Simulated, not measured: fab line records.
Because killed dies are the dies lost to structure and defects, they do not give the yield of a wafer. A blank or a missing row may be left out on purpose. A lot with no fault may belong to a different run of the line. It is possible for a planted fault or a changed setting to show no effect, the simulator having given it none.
Matching of chambers ; flow n5-finfet ; uv-cure-02 running N5_BEOL_M11_CURE_72: 3 sister chambers
The step cures SiCOH lowk, time 120 s. 6 wafers are shown with their chamber, then 12 later ones without.

== WAFERS WITH THEIR CHAMBER ==
wafer;chamber;wafer_temp_C_max;lamp-power-pct (%)
L077.5;0;371.3;52.32
L077.6;0;371.4;52.26
L085.5;2;371.8;52.30
L085.6;2;371.0;52.34
L091.3;1;371.7;52.33
L091.6;1;373.5;52.34

== WAFERS WITH NO CHAMBER GIVEN ==
wafer;wafer_temp_C_max;lamp-power-pct (%)
L093.1;371.0;52.35
L093.2;371.0;52.21
L093.5;370.7;52.31
L093.3;370.9;52.32
L093.4;370.6;52.39
L093.6;370.7;52.23
L095.2;371.6;52.29
L095.3;371.4;52.32
L095.4;371.5;52.19
L096.2;372.5;52.38
L096.4;372.4;52.31
L096.6;372.0;52.40

== EACH ONE'S CHAMBER ==
wafer;from the rows above;in truth
L093.1;can't be placed: 2 or 1 or 0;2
L093.2;can't be placed: 0 or 2 or 1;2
L093.5;can't be placed: 2 or 0 or 1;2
L093.3;can't be placed: 2 or 0 or 1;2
L093.4;can't be placed: 2 or 1 or 0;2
L093.6;can't be placed: 0 or 2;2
L095.2;can't be placed: 0 or 2 or 1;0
L095.3;can't be placed: 2 or 0 or 1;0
L095.4;can't be placed: 0 or 2 or 1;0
L096.2;can't be placed: 1 or 2 or 0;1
L096.4;can't be placed: 1 or 2 or 0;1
L096.6;can't be placed: 1 or 2 or 0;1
Placed correctly: 0 of 12. Unplaceable from these rows: 12, with the true chamber sitting among the candidates in 12. 0 placed wrongly.
How it was worked out, from the rows above alone: a wafer's distance from a chamber is the root of the sum, over the readings, of the square of ((its reading less the chamber's mean) divided by the reading's scatter). The wafer belongs to the nearest chamber; if the next one is less than 2 further off, it can't be placed. Each chamber's mean is taken over the wafers shown for it. The scatter is the square root of a quotient: the sum, over the shown wafers, of each reading's squared deviation from its chamber's mean, divided by wafers minus chambers.
